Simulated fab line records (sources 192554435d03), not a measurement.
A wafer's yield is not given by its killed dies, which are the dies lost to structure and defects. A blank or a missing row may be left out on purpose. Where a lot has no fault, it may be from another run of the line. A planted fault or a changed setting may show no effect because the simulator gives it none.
Which tool was responsible? -- flow n5Finfet -- 9 lots, 27 wafers sampled, at 4 steps of a route of 1938

== WHAT THE GAUGES READ, wafer by wafer ==
N5_BEOL_M4_RC_MEAS_101. Usual: DIBL_N 35.9 mV/V, standard deviation 1.3; DIBL_P 35.9 mV/V, standard deviation 1.5; IOFF_N 0.152 nA/um, standard deviation 0.023; IOFF_P 0.204 nA/um, standard deviation 0.027; ION_N 673 uA/um, standard deviation 9.2; ION_P 462 uA/um, standard deviation 6.7; SS_N 71.4 mV/dec, standard deviation 0.48; SS_P 73.2 mV/dec, standard deviation 0.55; VT_N 250.3 mV, standard deviation 2.6; VT_P -250.6 mV, standard deviation 3.
lot,measured,on,DIBL_N (mV/V),DIBL_P (mV/V),IOFF_N (nA/um),IOFF_P (nA/um),ION_N (uA/um),ION_P (uA/um),SS_N (mV/dec),SS_P (mV/dec),VT_N (mV),VT_P (mV),flag
L511,day 8 12:53,prober-02,35.2 37.0 37.2,35.1 38.1 37.3,0.120 0.155 0.149,0.163 0.207 0.193,662 671 659,455 468 450,70.9 71.2 71.6,72.3 72.6 73.2,255.4 251.9 250.1,-253.8 -251.8 -251.3,
L513,day 8 20:23,prober-02,33.8 33.5 33.9,34.7 34.5 35.1,0.143 0.133 0.139,0.199 0.186 0.199,667 672 663,461 464 464,71.0 71.5 70.9,72.4 72.5 72.8,250.9 250.1 250.9,-250.0 -250.8 -250.2,
L516,day 9 16:45,prober-01,36.4 37.3 35.5,35.8 37.5 35.5,0.154 0.167 0.135,0.200 0.220 0.189,679 662 666,463 460 463,72.0 71.9 71.7,73.5 74.8 72.9,249.3 248.3 249.8,-250.5 -250.0 -253.4,
L517,day 10 14:52,prober-02,36.6 37.2 36.1,35.2 36.9 34.5,0.144 0.167 0.141,0.217 0.244 0.198,665 671 659,462 464 449,71.6 72.1 71.9,73.5 74.2 72.5,252.7 248.3 253.3,-248.6 -249.5 -251.8,
L520,day 12 03:04,prober-02,35.7 35.0 35.9,35.5 35.2 36.2,0.134 0.127 0.143,0.188 0.198 0.209,669 665 681,455 460 461,71.1 70.7 71.7,72.7 72.8 73.8,249.5 251.2 248.9,-249.6 -248.8 -248.1,
L525,day 12 07:56,prober-01,33.9 34.1 33.2,35.3 36.2 34.6,0.152 0.156 0.136,0.208 0.231 0.201,688 682 681,474 474 471,71.3 71.0 70.4,72.8 73.3 72.7,248.7 250.0 250.0,-248.8 -245.6 -249.4,
L526,day 12 14:05,prober-02,37.4 39.0 36.4,34.7 36.7 33.5,0.139 0.163 0.121,0.161 0.193 0.149,679 689 669,457 463 452,71.0 71.4 71.3,72.6 73.7 72.6,251.0 248.7 252.4,-255.2 -253.3 -252.7,
L533,day 14 19:56,prober-01,41.0 37.6 38.4,40.4 35.8 36.5,0.248 0.157 0.177,0.306 0.216 0.238,686 667 669,469 459 455,72.2 72.2 71.4,74.8 73.7 74.4,245.1 251.9 249.1,-245.4 -252.3 -249.1,
L534,day 14 22:47,prober-02,35.3 35.2 35.9,34.3 34.4 35.3,0.134 0.130 0.146,0.219 0.216 0.240,657 667 678,466 471 477,71.6 71.4 71.1,73.2 72.1 73.7,252.8 249.9 251.0,-247.0 -247.9 -244.7,

N5_BEOL_M15_INSPECT_30: inspects for defects (macro). Usual: rawDefectCount at 2.3, with a standard deviation of 1.6.
lot,measured,on,rawDefectCount,flag
L511,day 12 03:37,defectInspect-01,2 3 2,
L513,day 12 14:48,defectInspect-01,2 2 3,
L516,day 13 02:44,defectInspect-02,0 4 1,
L517,day 14 05:49,defectInspect-01,1 1 3,
L520,day 15 20:16,defectInspect-02,8 1 3,
L525,day 16 03:58,defectInspect-01,3 1 3,
L526,day 16 09:19,defectInspect-01,1 2 4,
L533,day 18 14:34,defectInspect-02,2 3 3,
L534,day 18 21:44,defectInspect-02,1 1 2,

N5_BEOL_M15_THK_MEAS_50: measures by xrf. Usual: M15_THK typically reads 849 nm, with standard deviation 15.
lot,measured,on,M15_THK (nm),flag
L511,day 12 06:59,filmMetro-01,863 862 849,
L513,day 12 19:20,filmMetro-01,848 847 834,
L516,day 13 06:31,filmMetro-01,831 843 831,
L517,day 14 09:16,filmMetro-01,858 840 853,
L520,day 16 00:19,filmMetro-02,833 869 850,
L525,day 16 07:02,filmMetro-01,871 858 865,
L526,day 16 15:44,filmMetro-02,841 865 841,
L533,day 18 17:40,filmMetro-02,838 822 847,
L534,day 19 01:21,filmMetro-01,826 853 887,

== TOOL THAT RAN EACH LOT (tool first, then ch and the chambers of the sampled wafers, then the start) ==
lot,N5_BEOL_M15_STRIP_36
L511,"rieDiel-01 ch 0,1,3, day 12 04:04"
L513,"rieDiel-01 ch 1,2, day 12 16:44"
L516,"rieDiel-01 ch 1,2, day 13 04:38"
L517,"rieDiel-06 ch 0,1,2, day 14 06:40"
L520,"rieDiel-01 ch 0,2, day 15 22:05"
L525,"rieDiel-06 ch 0,1, day 16 04:43"
L526,"rieDiel-06 ch 0,1,3, day 16 13:19"
L533,"rieDiel-01 ch 0,1,3, day 18 15:46"
L534,"rieDiel-01 ch 1,2,3, day 18 23:35"
- N5_BEOL_M15_STRIP_36: strips in O2.

== AS READ BY THE TOOLS THEMSELVES (means over the sampled wafers that have a number; for cases with no such wafer, the mark the record gives instead) ==
N5_BEOL_M15_STRIP_36. Usual: drypumpMotorCurrentA 5.55 A, standard deviation 0.28; oesProductAu 0.81 a.u., standard deviation 0.094; rfVppV 3.7 V, standard deviation 0.93; showerheadPlenumPTorr 2.08 Torr, standard deviation 0.074; throttleValvePct 16.58 %, standard deviation 0.23.
lot,tool,drypumpMotorCurrentA (A),oesProductAu (a.u.),rfVppV (V),showerheadPlenumPTorr (Torr),throttleValvePct (%),flag
L511,rieDiel-01,5.43,0.75,4.1,2.09,16.68,
L513,rieDiel-01,5.63,0.71,3.9,2.12,16.85,
L516,rieDiel-01,5.61,0.69,3.6,2.12,16.86,
L517,rieDiel-06,5.80,0.81,3.8,2.14,16.44,
L520,rieDiel-01,5.27,0.83,4.2,2.09,16.77,
L525,rieDiel-06,5.65,0.81,3.4,2.12,16.46,
L526,rieDiel-06,5.50,0.87,3.9,2.16,16.43,
L533,rieDiel-01,5.44,0.79,4.2,2.08,16.62,
L534,rieDiel-01,5.64,0.83,2.7,2.06,16.47,

== THE ANSWER, worked out from the rows above alone ==
Rule: lot off if the mean of its wafers having a number is beyond 3 standard deviations from the usual mean. Also off: a lot with no number at a reading for which 4 or more lots have one. The other lots that the step has rows for count as sound. After the gauges, taken in route order, come the tools' own readings; for these a lot's mean is taken, as printed above. At the first step where some lot is off, the reading lying furthest off is the one used; lots without a number count as furthest.
Across all readings shown, no lot is off: no conclusion can be drawn from this.

== WHAT THE SIMULATOR HAD PUT IN ==
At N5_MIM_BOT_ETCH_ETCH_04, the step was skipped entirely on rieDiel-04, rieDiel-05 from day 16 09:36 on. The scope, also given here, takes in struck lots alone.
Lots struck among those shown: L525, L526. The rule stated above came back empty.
